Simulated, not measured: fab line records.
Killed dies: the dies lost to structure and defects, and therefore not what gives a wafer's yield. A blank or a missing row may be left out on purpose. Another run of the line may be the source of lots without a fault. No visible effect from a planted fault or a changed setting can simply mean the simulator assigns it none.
Struck lot and sound lot, side by side -- flow nand_harc -- 15 out of 1302 route steps
Sound: the wafers L154.1, L154.3, L154.5. Wafers struck: L166.2, L166.5, L166.6. At the end, the cause is stated.
Order at every step that has rows: each side's tool, ch and its chambers, its first start. Under that, the readings that differ: sound wafers -- struck wafers -- difference of the means -- sigmas: that difference in standard deviations of wafers without a fault.
alike: words and numbers the same on both sides, and readings whose means are apart by under 2 such deviations; not compared: readings that were withheld, readings missing a value for some wafer, numbers with overlapping values and no deviation given by the record, and bounds like >300 which may hide the same value.
Wherever a step has rows on one side only, a row that says differs or no value, or a row with sigmas, the two part there. Numbers that don't overlap but have no deviation are shown without sigmas and don't part them. A reading that every wafer of one side lacks parts them only if that side has two wafers or more.

NHARC_A_M0_CD_MEAS_09: target cd 80 nm.
  sound on cd_sem-03 ch 0, day 25 17:59; struck on cd_sem-01 ch 0, day 30 18:47
  alike: cd_nm
NHARC_A_M0_OVL_MEAS_10: pitch 160 nm.
  sound on overlay-01 at day 25 18:05; struck on overlay-02 at day 30 18:52
reading,sound,struck,difference,sigmas
overlay_x_nm (nm),1.5 1.9 1.7,-0.6 -0.9 -0.6,-2.4,-3
  alike: overlay_y_nm
NHARC_A_M0_INSPECT_11:
  sound on defect_inspect-02 at day 25 18:07; struck on defect_inspect-02 at day 30 18:55
reading,sound,struck,difference,sigmas
raw_defect_count,157 182 177,26 37 34,-140,-4
then, 2 steps without rows for these wafers: NHARC_A_M0_DESCUM_14 (chemistry O2, time 3 s); NHARC_A_M0_ETCH_34 (etches the open film in N2/H2, target depth 40 nm, overetch 12 nm, time 43.94 s).
NHARC_A_M0_ETCH_15: etches the open film in C4F8/Ar, target depth 150 nm, overetch 15 nm, time 82.5 s.
  sound: rie_diel-11 ch 1,2,3; struck: rie_diel-11 ch 0,1,3
  alike: oes_product_au, rf_vpp_V
  not compared: rf_hours_counter_h
NHARC_A_M0_CD_MEAS_16:
  sound on cd_sem-02 at day 25 18:29; struck on cd_sem-03 at day 30 19:19
reading,sound,struck,difference,sigmas
cd_nm (nm),80.7 81.1 81.0,78.8 78.9 80.0,-1.7,-3
NHARC_A_M0_STRIP_18: strips in N2/H2.
  sound on rie_diel-02 ch 0,1,3, day 25 18:37; struck on rie_diel-02 ch 1,2,3, day 30 19:23
  alike: drypump_motor_current_A, oes_product_au, rf_vpp_V, showerhead_plenum_p_Torr, throttle_valve_pct
  not compared: rf_hours_counter_h
then, 1 step without rows for these wafers: NHARC_A_M0_STRIP_19 (strips in post etch residue remover, time 600 s).
NHARC_A_M0_DEGAS_28: time 60 s.
  sound on pvd_sputter-02 at day 25 19:07; struck on pvd_sputter-02 at day 30 19:59
  alike: heater_power_w
NHARC_A_M0_PRE_CLEAN_29: time 30 s.
  sound on pvd_sputter-02; struck on pvd_sputter-02
  alike: heater_power_w
NHARC_A_M0_PVD_20: deposits TaN, target thk 5 nm, time 8.06 s.
  sound on pvd_sputter-02; struck on pvd_sputter-02
  alike: bias_v, cathode_dc_power_W, throttle_valve_pct
NHARC_A_M0_PVD_21: deposits Cu, target thk 30 nm, time 20.49 s.
  sound on pvd_sputter-02 at day 25 19:20; struck on pvd_sputter-02 at day 30 20:12
reading,sound,struck,difference,sigmas
cathode_dc_power_W (W),4999.5 5000.7 4999.8,4618.5 4618.9 4620.2,-380.8,-99 or more
  alike: throttle_valve_pct
then, 1 step without rows for these wafers: NHARC_A_M0_ECD_22 (material Cu, target thk 400 nm).
NHARC_END_SORT_01:
  sound on prober-02 ch 0, day 27 11:00; struck on prober-01 ch 0, day 32 10:10
reading,sound,struck,difference,sigmas
defect_limited_yield (%),87.9 87.3 87.3,95.9 95.6 94.2,+7.7,+3
killed_at_array,80 84 84,25 26 35,-54,-3
killed_dies,82 86 86,28 30 39,-52,-3
sort_bin_2_pct (%),4.4 4.7 5.3,1.6 1.5 1.6,-3.2,-3
sort_bin_3_pct (%),1.2 1.0 0.9,0.1 0 0.1,-1.0,-2
sort_bin_4_pct (%),6.5 6.9 6.5,2.4 3.0 4.0,-3.5,-3
sort_n_pass,595 591 591,649 647 638,+52,+3
sort_rim_yield_pct (%),90 90 84,95 96 93,+7,+2
sort_yield_pct (%),87.9 87.3 87.3,95.9 95.6 94.2,+7.7,+3
  alike: killed_at_other, killed_at_periphery, killed_open, killed_short

== WHERE THEY PART ==
Earliest at NHARC_A_M0_OVL_MEAS_10; latest, in this record, at NHARC_END_SORT_01.

WHY: what the simulator had put in
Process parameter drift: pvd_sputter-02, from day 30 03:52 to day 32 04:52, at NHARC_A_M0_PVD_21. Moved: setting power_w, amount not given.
